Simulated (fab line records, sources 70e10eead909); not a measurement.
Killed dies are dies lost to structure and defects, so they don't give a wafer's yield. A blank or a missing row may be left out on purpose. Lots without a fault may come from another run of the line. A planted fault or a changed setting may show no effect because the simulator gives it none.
fab line records | flow nand_harc
record lots=24 wafers=72 last_day=33
route steps=1302 shown P_M0@265 P_M2@335
lots that met no fault: from a run of the same line without faults
start_h: hours from the record's first day to the start of the lot's first wafer shown | wait_h: hours since the lot's step before | " the same as in the row above | L1.1+2: a row that stands for several wafers | - no value, or no start given | * or withheld: withheld | < > ~ a bound
route shown NAME@n: a module of which the file shows steps, and the number in the route of the first | usual: mean/standard deviation of fault-free wafers | same: alike in all rows | chamber/n: place in a boat | sites: the reading at each site | _std_site: their standard deviation | _edge_site: outer sites' mean less inner sites' | radius_mm: how far each site lies from the wafer's centre | mask NAME#n: copy n | behind: the tool/chamber that last shaped the wafer | hold: why the lot was held/for how many hours/how that ended | device: the transistor (n, p or np) that didn't switch | end of line: the same wafers' tests at the end of the route | a step without rows: its recipe alone | killed: dies lost to structure and defects at the first sort, not the wafer's yield | map: a wafer's dies, x killed, . not, _ none there
set.NAME: the setting as run; set.NAME@STEP: as run at that earlier step | model.NAME: the simulator's own value behind a step, which no gauge read
steps of the route over a sample of lots; a table a step, a row a wafer
services: from which hour (start_h, from the record's first day; less than 0 if before it) a tool's chamber was out of use, for how many hours, and why
## steps
# step NHARC_P_M0_INSPECT_11
# usual raw_defect_count=5.0/2.9
# columns lot.wafer tool chamber start_h wait_h raw_defect_count
L074.1 defect_inspect-01 - 127.06 0.0 16
L074.3 " - " " 7
L074.6 " - " " 10
L075.2 defect_inspect-01 - 127.50 0.0 3
L075.4 " - " " 2
L075.6 " - " " 1
L076.4 defect_inspect-01 - 140.33 0.0 5
L076.5 " - " " 4
L076.6 " - " " 5
L077.1 defect_inspect-01 - 155.26 0.0 2
L077.5 " - " " 5
L077.6 " - " " 5
L078.1 defect_inspect-01 - 162.01 0.0 6
L078.3 " - " " 4
L078.5 " - " " 5
L079.1 defect_inspect-02 - 168.83 0.0 5
L079.3 " - " " 4
L079.5 " - " " 2
L080.4 defect_inspect-01 - 185.67 0.0 4
L080.5 " - " " 3
L080.6 " - " " 1
L081.1 defect_inspect-01 - 202.07 0.0 1
L081.4 " - " " 4
L081.5 " - " " 3
L082.1 defect_inspect-01 - 206.15 0.0 5
L082.4 " - " " 4
L082.5 " - " " 3
L083.2 defect_inspect-02 - 215.47 0.0 4
L083.3 " - " " 8
L083.6 " - " " 9
L084.1 defect_inspect-01 - 233.56 0.0 3
L084.5 " - " " 2
L084.6 " - " " 4
L085.2 defect_inspect-02 - 235.69 0.0 3
L085.3 " - " " 4
L085.6 " - " " 4
L087.1 defect_inspect-01 - 247.11 0.0 9
L087.5 " - " " 10
L087.6 " - " " 7
L086.1 defect_inspect-01 - 247.60 0.0 4
L086.3 " - " " 3
L086.5 " - " " 2
L089.2 defect_inspect-01 - 263.79 0.0 7
L089.4 " - " " 1
L089.5 " - " " 7
L088.1 defect_inspect-01 - 264.77 0.0 2
L088.3 " - " " 4
L088.4 " - " " 3
L090.2 defect_inspect-01 - 285.78 0.0 5
L090.3 " - " " 7
L090.6 " - " " 7
L091.1 defect_inspect-01 - 287.14 0.0 8
L091.4 " - " " 4
L091.5 " - " " 4
L092.1 defect_inspect-02 - 303.57 0.0 5
L092.2 " - " " 8
L092.4 " - " " 15
L093.2 defect_inspect-01 - 308.24 0.0 5
L093.4 " - " " 4
L093.6 " - " " 3
L094.2 defect_inspect-01 - 320.41 0.0 6
L094.3 " - " " 2
L094.5 " - " " 6
L095.3 defect_inspect-01 - 337.11 0.0 4
L095.4 " - " " 5
L095.5 " - " " 2
L096.2 defect_inspect-02 - 347.58 0.0 5
L096.3 " - " " 5
L096.5 " - " " 7
L097.2 defect_inspect-01 - 347.91 0.0 9
L097.3 " - " " 5
L097.5 " - " " 5
# step NHARC_P_M0_DESCUM_14
# recipe time_s=3 o2_flow_sccm=200 ar_flow_sccm=0 bias_power_w=0 chemistry=O2
# usual drypump_motor_current_A=5.8/0.61 oes_product_au=1.001/0.013 rf_vpp_V=57.8/0.78 showerhead_plenum_p_Torr=1.94/0.071 throttle_valve_pct=11.311/0.0094
# columns lot.wafer tool chamber start_h wait_h drypump_motor_current_A oes_product_au rf_hours_counter_h rf_vpp_V showerhead_plenum_p_Torr throttle_valve_pct
L074.3 rie_diel-07 1 127.13 0.1 5.0 0.986 0 56.4 1.88 11.312
L074.1 " 2 " " 6.6 1.013 0 57.8 2.01 11.309
L074.6 " 1 " " 4.9 0.979 - 57.8 1.88 11.332
L075.2 rie_diel-07 3 127.58 0.1 5.4 1.001 0 59.6 1.93 11.315
L075.4 " 0 " " 5.7 1.001 0 58.4 1.87 11.303
L075.6 " 2 " " 6.6 1.027 - 57.9 2.01 11.310
L076.4 rie_diel-04 3 140.41 0.1 5.6 0.990 39 59.3 2.02 11.322
L076.5 " 0 " " 5.9 1.004 - 58.4 1.99 11.305
L076.6 " 1 " " 5.9 1.015 - 58.1 2.01 11.292
L077.1 rie_diel-02 0 155.35 0.1 6.7 1.019 30 57.3 1.77 11.321
L077.5 " 1 " " 6.6 1.016 - 57.8 1.83 11.311
L077.6 " 2 " " 6.0 0.997 - 57.8 2.05 11.316
L078.1 rie_diel-07 2 162.08 0.1 6.6 0.999 5 57.9 2.01 11.293
L078.3 " 0 " " 5.7 1.000 5 57.6 1.87 11.321
L078.5 " 2 " " 6.6 1.016 - 57.8 2.01 11.325
L079.3 rie_diel-07 3 168.90 0.1 5.4 1.004 6 57.7 1.93 11.308
L079.1 " 1 " " 5.0 0.992 8 57.8 1.88 11.316
L079.5 " 0 " " 5.7 0.996 - 57.8 1.87 11.317
L080.4 rie_diel-07 0 185.75 0.1 5.7 1.005 11 57.4 1.87 11.328
L080.6 " 1 " " 4.9 0.988 - 57.3 1.88 11.330
L080.5 " 2 " " 6.6 1.018 - 58.1 2.01 11.305
L081.1 rie_diel-04 2 202.13 0.1 5.0 0.978 6 58.7 1.95 11.312
L081.4 " 0 " " 5.9 1.010 5 57.8 1.99 11.305
L081.5 " 2 " " 5.0 0.990 - 56.7 1.95 11.312
L082.1 rie_diel-02 0 206.22 0.1 6.7 1.005 45 57.6 1.76 11.321
L082.4 " 2 " " 6.0 0.987 49 57.9 2.04 11.322
L082.5 " 0 " " 6.7 1.009 - 56.7 1.77 11.304
L083.2 rie_diel-04 1 215.54 0.1 5.9 0.999 7 57.4 2.00 11.330
L083.3 " 2 " " 5.0 0.973 9 57.5 1.95 11.314
L083.6 " 1 " " 5.9 1.008 - 58.6 2.00 11.303
L084.1 rie_diel-02 3 233.63 0.1 6.7 1.026 1 58.3 1.92 11.303
L084.5 " 2 " " 6.0 1.004 - 58.3 2.04 11.321
L084.6 " 3 " " 6.7 1.009 - 55.7 1.92 11.298
L085.2 rie_diel-07 2 235.76 0.1 6.6 1.003 18 58.6 2.01 11.318
L085.3 " 0 " " 5.7 1.008 20 56.4 1.87 11.319
L085.6 " 2 " " 6.7 1.007 - 59.5 2.01 11.300
L087.1 rie_diel-02 3 247.19 0.1 6.7 1.025 5 56.9 1.92 11.303
L087.5 " 0 " " 6.7 1.013 - 57.6 2.07 11.319
L087.6 " 1 " " 6.6 0.970 - 57.5 1.82 11.292
L086.1 rie_diel-02 1 247.67 0.1 6.6 0.984 7 58.3 1.82 11.320
L086.3 " 2 " " 6.0 0.997 5 56.8 2.04 11.319
L086.5 " 0 " " 6.7 1.016 - 59.4 2.07 11.301
L089.2 rie_diel-07 1 263.85 0.1 4.9 0.991 25 57.6 1.87 11.321
L089.5 " 2 " " 6.7 1.009 - 58.5 2.00 11.310
L089.4 " 3 " " 5.4 0.999 - 58.0 1.92 11.326
L088.1 rie_diel-04 3 264.84 0.1 5.6 1.004 30 59.0 2.01 11.311
L088.3 " 0 " " 5.9 0.991 30 57.7 1.98 11.303
L088.4 " 1 " " 5.9 1.005 30 57.6 1.99 11.323
L090.2 rie_diel-07 2 285.84 0.1 6.7 1.013 25 57.2 2.00 11.299
L090.3 " 0 " " 5.7 1.004 27 56.1 1.86 11.291
L090.6 " 2 " " 6.7 1.004 - 57.9 2.00 11.313
L091.1 rie_diel-07 2 287.22 0.1 6.6 1.006 25 58.0 2.00 11.306
L091.5 " 0 " " 5.8 1.005 - 57.8 1.86 11.322
L091.4 " 2 " " 6.6 1.018 - 57.9 2.00 11.312
L092.1 rie_diel-07 3 303.64 0.1 5.4 0.992 0 57.4 1.92 11.320
L092.2 " 2 " " 6.6 1.019 0 58.9 2.00 11.298
L092.4 " 2 " " 6.6 1.007 - 57.0 2.00 11.303
L093.4 rie_diel-04 0 308.30 0.1 5.9 1.007 45 57.7 1.97 11.308
L093.2 " 2 " " 5.0 0.984 46 57.5 1.94 11.322
L093.6 " 0 " " 5.9 1.013 - 57.6 1.97 11.307
L094.3 rie_diel-04 0 320.48 0.1 5.9 1.013 48 58.6 1.97 11.304
L094.2 " 1 " " 5.8 0.999 46 58.0 1.99 11.295
L094.5 " 0 " " 5.9 1.001 - 58.0 1.97 11.305
L095.3 rie_diel-07 3 337.18 0.1 5.4 1.007 4 56.9 1.92 11.312
L095.5 " 2 " " 6.6 1.004 - 57.9 2.00 11.307
L095.4 " 3 " " 5.4 1.002 - 58.4 1.92 11.303
L096.2 rie_diel-07 1 347.65 0.1 4.9 0.972 1 58.9 1.87 11.314
L096.3 " 2 " " 6.6 0.995 7 58.3 2.00 11.323
L096.5 " 0 " " 5.7 1.002 - 57.6 1.86 11.319
L097.2 rie_diel-04 3 347.98 0.1 5.6 1.021 60 58.4 2.00 11.303
L097.3 " 0 " " 5.9 1.018 56 57.8 1.97 11.314
L097.5 " 2 " " 5.0 1.004 - 57.7 1.93 11.297
# step NHARC_P_M0_ETCH_34
# recipe target_depth_a=400 overetch_a=120 time_s=43.94 ion_energy_ev=200 n2_flow_sccm=150 h2_flow_sccm=150 ar_flow_sccm=0 rf_w=400 bias_w=150 chemistry=N2/H2
# usual drypump_motor_current_A=5.8/0.59 oes_product_au=1.001/0.012 rf_vpp_V=431.2/2.2 showerhead_plenum_p_Torr=2.07/0.075 throttle_valve_pct=14.171/0.0087
# columns lot.wafer tool chamber start_h wait_h drypump_motor_current_A oes_product_au rf_hours_counter_h rf_vpp_V showerhead_plenum_p_Torr throttle_valve_pct
L074.3 rie_diel-07 2 127.21 0.1 6.6 1.005 0 432.9 2.15 14.155
L074.1 " 0 " " 5.8 0.993 0 429.1 2.00 14.161
L074.6 " 2 " " 6.6 1.015 - 433.2 2.15 14.172
L075.2 rie_diel-07 1 127.65 0.1 4.9 0.975 0 428.3 2.00 14.178
L075.4 " 2 " " 6.6 1.008 0 434.1 2.15 14.177
L075.6 " 0 " " 5.7 1.004 - 430.3 2.00 14.162
L076.4 rie_diel-04 3 140.48 0.1 5.6 0.989 39 434.9 2.16 14.155
L076.5 " 1 " " 5.8 1.017 - 431.7 2.15 14.176
L076.6 " 2 " " 5.0 0.990 - 430.7 2.09 14.161
L077.1 rie_diel-02 0 155.42 0.1 6.6 1.008 30 426.3 1.88 14.176
L077.6 " 3 " " 6.7 1.017 - 430.7 2.05 14.176
L077.5 " 0 " " 6.6 1.016 - 424.7 1.88 14.181
L078.1 rie_diel-07 2 162.15 0.1 6.6 1.006 5 433.0 2.15 14.175
L078.3 " 3 " " 5.4 0.997 5 431.1 2.05 14.182
L078.5 " 3 " " 5.4 1.001 - 431.6 2.05 14.170
L079.3 rie_diel-07 3 168.98 0.1 5.4 1.002 6 431.8 2.05 14.165
L079.1 " 2 " " 6.6 0.995 7 432.8 2.15 14.167
L079.5 " 3 " " 5.4 0.998 - 431.8 2.05 14.170
L080.4 rie_diel-07 0 185.82 0.1 5.7 1.006 11 429.4 1.99 14.160
L080.5 " 3 " " 5.4 0.996 - 431.8 2.05 14.173
L080.6 " 0 " " 5.7 1.004 - 428.9 1.99 14.172
L081.4 rie_diel-04 2 202.22 0.1 5.0 0.987 6 431.3 2.08 14.174
L081.1 " 3 " " 5.6 1.000 7 432.5 2.15 14.180
L081.5 " 1 " " 5.8 1.007 - 434.0 2.14 14.173
L082.4 rie_diel-02 1 206.30 0.1 6.6 1.003 48 427.8 1.94 14.175
L082.1 " 3 " " 6.7 1.010 52 431.3 2.05 14.173
L082.5 " 2 " " 6.0 0.997 - 434.4 2.18 14.171
L083.3 rie_diel-04 0 215.62 0.1 5.9 1.000 9 433.3 2.12 14.186
L083.2 " 1 " " 5.9 1.018 7 432.6 2.14 14.175
L083.6 " 1 " " 5.9 1.013 - 432.5 2.14 14.190
L084.1 rie_diel-02 1 233.72 0.1 6.6 0.989 1 428.1 1.94 14.157
L084.5 " 2 " " 6.0 1.006 - 434.9 2.18 14.169
L084.6 " 3 " " 6.7 1.034 - 431.2 2.05 14.164
L085.3 rie_diel-07 3 235.84 0.1 5.4 1.003 18 429.7 2.05 14.172
L085.2 " 0 " " 5.7 1.013 20 428.2 1.99 14.166
L085.6 " 0 " " 5.8 1.009 - 428.6 1.99 14.156
L087.1 rie_diel-02 0 247.27 0.1 6.6 1.002 7 434.9 2.22 14.173
L087.5 " 1 " " 6.6 0.976 - 427.4 1.93 14.163
L087.6 " 2 " " 6.0 0.998 - 434.7 2.18 14.172
L086.3 rie_diel-02 2 247.75 0.1 6.0 1.004 5 433.9 2.18 14.171
L086.1 " 0 " " 6.6 1.013 7 434.9 2.22 14.161
L086.5 " 2 " " 6.0 1.000 - 434.2 2.18 14.167
L089.2 rie_diel-07 3 263.96 0.1 5.4 1.007 23 428.9 2.05 14.185
L089.5 " 3 " " 5.4 0.993 - 429.8 2.05 14.172
L089.4 " 1 " " 4.9 0.985 - 430.4 1.99 14.160
L088.3 rie_diel-04 1 264.93 0.1 5.9 1.004 30 433.5 2.13 14.190
L088.1 " 2 " " 5.0 0.981 31 431.0 2.07 14.168
L088.4 " 3 " " 5.6 1.009 30 432.5 2.14 14.176
L090.3 rie_diel-07 3 285.94 0.1 5.4 0.995 26 430.5 2.05 14.170
L090.2 " 0 " " 5.7 0.994 27 428.8 1.99 14.172
L090.6 " 0 " " 5.7 0.996 - 428.3 1.99 14.168
L091.1 rie_diel-07 0 287.32 0.1 5.7 1.012 27 428.3 1.99 14.162
L091.5 " 2 " " 6.6 1.002 - 433.5 2.14 14.163
L091.4 " 3 " " 5.4 1.010 - 431.2 2.05 14.179
L092.2 rie_diel-07 0 303.74 0.1 5.7 0.995 0 429.1 1.99 14.165
L092.1 " 2 " " 6.6 1.006 0 432.5 2.14 14.165
L092.4 " 2 " " 6.6 1.013 - 433.5 2.14 14.164
L093.4 rie_diel-04 2 308.40 0.1 5.0 0.995 46 431.2 2.06 14.181
L093.2 " 3 " " 5.6 1.004 48 432.6 2.13 14.162
L093.6 " 1 " " 5.9 1.013 - 432.3 2.12 14.175
L094.2 rie_diel-04 0 320.71 0.2 5.9 1.006 48 431.3 2.10 14.182
L094.3 " 2 " " 5.0 0.992 51 430.7 2.06 14.174
L094.5 " 3 " " 5.6 1.013 - 431.9 2.13 14.180
L095.3 rie_diel-07 1 337.28 0.1 4.9 0.976 0 429.0 1.99 14.173
L095.5 " 1 " " 4.9 0.979 - 429.2 1.99 14.180
L095.4 " 2 " " 6.7 0.995 - 433.0 2.14 14.163
L096.3 rie_diel-07 2 347.73 0.1 6.6 1.008 7 432.6 2.14 14.155
L096.2 " 3 " " 5.4 0.999 5 430.7 2.05 14.170
L096.5 " 2 " " 6.6 0.998 - 432.6 2.14 14.162
L097.3 rie_diel-04 2 348.06 0.1 5.0 1.005 57 430.8 2.06 14.163
L097.2 " 3 " " 5.6 1.003 60 433.0 2.13 14.162
L097.5 " 1 " " 5.9 0.998 - 433.4 2.12 14.163
# step NHARC_P_M0_ETCH_15
# recipe target_depth_a=1500 overetch_a=150 time_s=82.5 c4f8_flow_sccm=withheld ar_flow_sccm=400 rf_w=600 bias_w=300 chemistry=C4F8/Ar
# usual oes_product_au=0.958/0.021 rf_vpp_V=441.5/2.3
# columns lot.wafer tool chamber start_h wait_h oes_product_au rf_hours_counter_h rf_vpp_V
L074.1 rie_diel-07 1 - - 0.949 0 439.0
L074.3 " 0 " " 0.962 0 438.6
L074.6 " 1 " " 0.947 - 440.1
L075.4 rie_diel-07 0 - - 0.982 0 439.4
L075.2 " 1 " " 0.946 0 439.7
L075.6 " 0 " " 0.979 - 438.4
L076.4 rie_diel-04 0 - - 0.922 39 444.2
L076.6 " 1 " " 0.934 - 443.4
L076.5 " 2 " " 0.911 - 440.6
L077.1 rie_diel-02 1 - - 0.934 32 438.0
L077.5 " 0 " " 0.938 - 435.8
L077.6 " 1 " " 0.931 - 438.8
L078.3 rie_diel-07 1 - - 0.951 6 440.3
L078.1 " 2 " " 0.969 5 442.6
L078.5 " 1 " " 0.939 - 439.3
L079.1 rie_diel-07 0 - - 0.949 7 438.7
L079.3 " 1 " " 0.927 8 439.7
L079.5 " 3 " " 0.954 - 441.3
L080.4 rie_diel-07 3 - - 0.979 10 442.5
L080.5 " 3 " " 0.976 - 442.3
L080.6 " 0 " " 0.977 - 440.4
L081.1 rie_diel-04 0 - - 0.975 5 442.2
L081.4 " 1 " " 0.982 4 441.7
L081.5 " 3 " " 0.964 - 444.4
L082.1 rie_diel-02 0 - - 0.940 45 435.2
L082.4 " 3 " " 0.947 52 439.7
L082.5 " 0 " " 0.934 - 436.2
L083.3 rie_diel-04 2 - - 0.963 9 441.9
L083.2 " 0 " " 0.965 9 442.6
L083.6 " 3 " " 0.976 - 444.6
L084.1 rie_diel-02 3 - - 0.973 1 441.9
L084.5 " 0 " " 0.981 - 446.5
L084.6 " 1 " " 0.970 - 437.6
L085.3 rie_diel-07 0 - - 0.986 20 440.1
L085.2 " 1 " " 0.947 20 438.5
L085.6 " 2 " " 0.970 - 443.4
L087.1 rie_diel-02 0 - - 0.981 7 445.8
L087.5 " 3 " " 1.008 - 440.4
L087.6 " 0 " " 0.968 - 445.4
L086.1 rie_diel-02 2 - - 0.988 5 443.5
L086.3 " 0 " " 0.956 7 446.3
L086.5 " 2 " " 0.983 - 443.3
L089.2 rie_diel-07 1 - - 0.950 25 440.2
L089.4 " 2 " " 0.977 - 443.1
L089.5 " 3 " " 0.952 - 441.4
L088.3 rie_diel-04 2 - - 0.943 31 442.0
L088.4 " 3 " " 0.963 30 443.4
L088.1 " 0 " " 0.975 30 444.1
L090.3 rie_diel-07 2 - - 0.970 25 444.2
L090.2 " 0 " " 0.965 27 439.7
L090.6 " 2 " " 0.966 - 443.9
L091.1 rie_diel-07 2 - - 0.976 25 444.3
L091.5 " 3 " " 0.965 - 441.2
L091.4 " 2 " " 0.968 - 442.9
L092.2 rie_diel-07 3 - - 0.962 0 441.4
L092.1 " 0 " " 0.962 0 438.5
L092.4 " 2 " " 0.971 - 441.0
L093.2 rie_diel-04 2 - - 0.932 46 440.0
L093.4 " 3 " " 0.942 48 442.7
L093.6 " 3 " " 0.952 - 442.8
L094.3 rie_diel-04 1 - - 0.925 46 442.1
L094.2 " 3 " " 0.938 52 443.3
L094.5 " 2 " " 0.918 - 439.6
L095.3 rie_diel-07 3 - - 0.935 4 442.0
L095.5 " 1 " " 0.928 - 437.7
L095.4 " 2 " " 0.963 - 444.2
L097.3 rie_diel-04 0 - - 1.007 56 441.8
L097.2 " 1 " " 0.981 53 443.7
L097.5 " 3 " " 0.970 - 443.4
L096.2 rie_diel-07 3 - - 0.954 5 441.0
L096.3 " 2 " " 0.964 8 443.3
L096.5 " 3 " " 0.955 - 441.7
# step NHARC_P_M0_THK_MEAS_24
# recipe thk_meas_gauge=xrf
# usual thk_nm=117.3/1.7
# columns lot.wafer tool chamber start_h wait_h thk_nm
L074.1 film_metro-01 - 129.44 - 119.0
L074.3 " - " " 117.4
L074.6 " - " " 119.1
L075.2 film_metro-01 - 129.89 - 117.9
L075.4 " - " " 117.2
L075.6 " - " " 120.3
L076.4 film_metro-02 - 142.70 - 116.4
L076.5 " - " " 119.8
L076.6 " - " " 116.9
L077.1 film_metro-01 - 157.70 - 117.0
L077.5 " - " " 116.8
L077.6 " - " " 117.4
L078.1 film_metro-01 - 164.38 - 117.2
L078.3 " - " " 118.9
L078.5 " - " " 118.7
L079.1 film_metro-01 - 171.31 - 116.9
L079.3 " - " " 115.8
L079.5 " - " " 114.0
L080.4 film_metro-02 - 188.05 - 117.9
L080.5 " - " " 116.8
L080.6 " - " " 118.5
L081.1 film_metro-02 - 204.44 - 119.5
L081.4 " - " " 117.9
L081.5 " - " " 116.5
L082.1 film_metro-02 - 208.53 - 118.8
L082.4 " - " " 117.8
L082.5 " - " " 115.0
L083.2 film_metro-02 - 218.14 - 117.6
L083.3 " - " " 117.4
L083.6 " - " " 113.6
L084.1 film_metro-02 - 235.96 - 117.1
L084.5 " - " " 117.0
L084.6 " - " " 116.1
L085.2 film_metro-02 - 238.06 - 120.8
L085.3 " - " " 115.5
L085.6 " - " " 120.2
L087.1 film_metro-02 - 249.49 - 119.9
L087.5 " - " " 117.8
L087.6 " - " " 119.3
L086.1 film_metro-02 - 250.01 - 116.2
L086.3 " - " " 116.6
L086.5 " - " " 117.5
L089.2 film_metro-02 - 266.36 - 116.2
L089.4 " - " " 115.9
L089.5 " - " " 116.3
L088.1 film_metro-02 - 267.15 - 114.2
L088.3 " - " " 115.8
L088.4 " - " " 116.6
L090.2 film_metro-01 - 288.21 - 117.5
L090.3 " - " " 116.7
L090.6 " - " " 116.4
L091.1 film_metro-02 - 289.61 - 117.4
L091.4 " - " " 116.6
L091.5 " - " " 118.7
L092.1 film_metro-01 - 306.03 - 116.8
L092.2 " - " " 117.3
L092.4 " - " " 117.5
L093.2 film_metro-01 - 310.65 - 115.8
L093.4 " - " " 116.0
L093.6 " - " " 115.9
L094.2 film_metro-01 - 322.98 - 118.0
L094.3 " - " " 116.6
L094.5 " - " " 116.3
L095.3 film_metro-01 - 339.85 - 115.1
L095.4 " - " " 116.2
L095.5 " - " " 118.8
L097.2 film_metro-01 - 350.29 - 115.9
L097.3 " - " " 116.9
L097.5 " - " " 117.1
L096.2 film_metro-02 - 350.58 - 115.6
L096.3 " - " " 117.6
L096.5 " - " " 116.3
# step NHARC_P_M2_STRIP_18
# recipe power_w=1000 n2_flow_sccm=150 h2_flow_sccm=150 ar_flow_sccm=0 bias_w=0 chemistry=N2/H2
# usual drypump_motor_current_A=5.7/0.32 oes_product_au=0.999/0.018 rf_vpp_V=90.7/0.94 showerhead_plenum_p_Torr=2.06/0.063 throttle_valve_pct=14.172/0.0095
# columns lot.wafer tool chamber start_h wait_h drypump_motor_current_A oes_product_au rf_hours_counter_h rf_vpp_V showerhead_plenum_p_Torr throttle_valve_pct
L074.3 rie_diel-01 1 135.58 0.1 5.3 0.990 4.0 90.1 2.09 14.191
L074.1 " 0 " " 6.0 0.985 3.9 89.6 2.02 14.156
L074.6 " 1 " " 5.4 0.993 - 91.5 2.09 14.168
L075.2 rie_diel-01 2 136.03 0.1 5.6 0.961 4.1 91.6 2.03 14.172
L075.4 " 1 " " 5.3 0.993 4.1 90.1 2.09 14.169
L075.6 " 3 " " 6.0 0.980 - 92.4 2.18 14.189
L076.4 rie_diel-06 2 149.11 0.1 5.8 1.000 0.4 90.0 1.96 14.175
L076.5 " 2 " " 5.8 1.002 - 90.9 1.96 14.173
L076.6 " 3 " " 6.0 1.008 - 92.3 2.13 14.169
L077.1 rie_diel-01 0 164.67 0.1 6.0 0.991 5.4 91.2 2.02 14.179
L077.5 " 1 " " 5.4 1.006 - 89.8 2.09 14.175
L077.6 " 2 " " 5.6 0.966 - 90.8 2.03 14.178
L078.3 rie_diel-06 3 170.70 0.1 6.0 1.010 2.1 91.7 2.13 14.160
L078.1 " 1 " " 6.7 1.015 2.1 90.1 2.08 14.173
L078.5 " 0 " " 5.5 0.998 - 90.4 2.11 14.178
L079.3 rie_diel-01 2 177.60 0.1 5.6 0.967 6.7 90.8 2.03 14.166
L079.1 " 3 " " 6.0 0.975 6.5 92.6 2.18 14.170
L079.5 " 2 " " 5.6 0.964 - 90.7 2.03 14.172
L080.4 rie_diel-01 1 194.04 0.1 5.3 1.009 7.4 91.8 2.09 14.181
L080.6 " 1 " " 5.4 1.014 - 92.4 2.09 14.180
L080.5 " 2 " " 5.6 0.961 - 90.6 2.03 14.184
L081.4 rie_diel-09 0 210.63 0.1 5.5 1.027 3.4 90.1 1.97 14.177
L081.1 " 1 " " 5.4 1.030 3.3 92.1 2.07 14.168
L081.5 " 3 " " 5.5 1.006 - 90.9 2.12 14.179
L082.1 rie_diel-06 1 214.67 0.1 6.7 1.009 3.8 91.1 2.08 14.165
L082.4 " 0 " " 5.5 0.996 3.8 90.6 2.11 14.174
L082.5 " 2 " " 5.8 0.989 - 90.9 1.96 14.194
L083.2 rie_diel-09 2 224.40 0.1 5.8 1.001 2.7 90.0 2.03 14.182
L083.3 " 0 " " 5.5 1.016 3.8 91.5 1.97 14.174
L083.6 " 3 " " 5.5 0.998 - 90.3 2.12 14.165
L084.1 rie_diel-06 1 242.30 0.1 6.7 1.010 5.2 89.0 2.08 14.184
L084.5 " 1 " " 6.7 1.009 - 91.0 2.08 14.175
L084.6 " 2 " " 5.8 1.006 - 89.4 1.96 14.171
L085.3 rie_diel-09 3 244.22 0.1 5.5 0.999 4.2 91.2 2.12 14.178
L085.2 " 2 " " 5.8 1.012 4.1 91.7 2.03 14.166
L085.6 " 2 " " 5.8 1.017 - 90.4 2.03 14.166
L087.1 rie_diel-01 3 255.99 0.1 6.0 0.995 1.5 91.5 2.18 14.162
L087.5 " 1 " " 5.4 0.992 - 90.1 2.09 14.177
L087.6 " 2 " " 5.6 0.960 - 89.5 2.03 14.188
L086.3 rie_diel-01 1 256.89 0.1 5.4 0.995 1.6 92.2 2.09 14.172
L086.1 " 2 " " 5.6 0.968 1.5 90.1 2.03 14.169
L086.5 " 1 " " 5.4 0.997 - 90.2 2.09 14.176
L089.2 rie_diel-01 1 272.50 0.1 5.4 0.987 2.3 91.0 2.09 14.182
L089.4 " 3 " " 6.0 0.997 2.3 90.3 2.18 14.183
L089.5 " 2 " " 5.6 0.971 - 90.3 2.03 14.165
L088.1 rie_diel-09 1 273.78 0.1 5.4 1.024 5.5 92.0 2.07 14.173
L088.4 " 3 " " 5.5 1.009 6.6 91.5 2.11 14.169
L088.3 " 0 " " 5.5 1.022 7.2 91.3 1.97 14.157
L090.3 rie_diel-01 2 294.52 0.1 5.6 0.967 3.6 89.2 2.02 14.183
L090.2 " 0 " " 6.0 0.998 3.5 90.1 2.02 14.170
L090.6 " 2 " " 5.6 0.965 - 90.2 2.02 14.177
L091.1 rie_diel-09 0 295.96 0.1 5.5 1.033 9.7 89.3 1.97 14.178
L091.5 " 0 " " 5.5 1.032 - 90.0 1.97 14.175
L091.4 " 3 " " 5.5 0.996 - 90.7 2.11 14.165
L092.1 rie_diel-09 0 312.44 0.1 5.5 1.002 11.7 90.4 1.96 14.188
L092.2 " 3 " " 5.5 1.000 11.3 91.1 2.11 14.173
L092.4 " 0 " " 5.5 1.021 - 91.2 1.96 14.193
L093.2 rie_diel-09 3 317.66 0.1 5.5 0.998 11.5 90.3 2.11 14.180
L093.4 " 0 " " 5.5 1.024 - 90.0 1.96 14.170
L093.6 " 2 " " 5.8 1.021 - 92.1 2.02 14.166
L094.3 rie_diel-01 1 329.31 0.1 5.4 0.997 5.2 89.9 2.09 14.178
L094.2 " 2 " " 5.6 0.966 5.2 89.3 2.02 14.167
L094.5 " 2 " " 5.6 0.964 - 89.7 2.02 14.155
L095.3 rie_diel-09 3 346.18 0.1 5.5 1.010 1.6 90.7 2.11 14.159
L095.4 " 0 " " 5.5 1.011 - 90.3 1.96 14.156
L095.5 " 2 " " 5.7 1.030 - 90.6 2.02 14.159
L097.2 rie_diel-09 3 356.55 0.1 5.5 1.017 2.9 90.1 2.11 14.176
L097.3 " 0 " " 5.5 1.007 2.9 91.6 1.96 14.184
L097.5 " 3 " " 5.5 1.008 - 89.9 2.11 14.191
L096.2 rie_diel-06 1 356.88 0.1 6.7 1.016 2.8 90.1 2.08 14.169
L096.3 " 2 " " 5.8 1.010 1.8 89.7 1.96 14.167
L096.5 " 3 " " 6.0 1.014 - 91.0 2.12 14.176
## services
# columns tool chamber start_h hours kind
rie_diel-04 - 117.12 0.8 repair
rie_diel-07 - 117.20 9.0 pm
rie_diel-02 0 121.54 12.1 repair
rie_diel-09 - 143.36 9.0 pm
rie_diel-07 2 143.94 2.8 repair
rie_diel-04 - 177.90 9.0 pm
rie_diel-02 - 178.95 0.2 repair
rie_diel-02 3 179.29 4.0 repair
rie_diel-04 - 195.88 0.3 repair
rie_diel-01 - 203.93 9.0 pm
rie_diel-02 - 219.42 9.0 pm
rie_diel-09 1 243.29 7.4 repair
rie_diel-02 3 250.05 23.0 repair
rie_diel-07 0 259.15 6.8 repair
rie_diel-09 1 284.03 110.2 repair
rie_diel-07 1 284.43 48.4 repair
rie_diel-01 3 291.70 4.8 repair
rie_diel-07 - 294.20 9.0 pm
rie_diel-09 2 305.36 10.9 repair
rie_diel-01 3 319.17 7.6 repair
rie_diel-09 - 320.36 9.0 pm
rie_diel-07 3 321.79 14.8 repair
rie_diel-07 0 332.93 5.0 repair
rie_diel-04 - 355.03 9.0 pm
## key
fault none
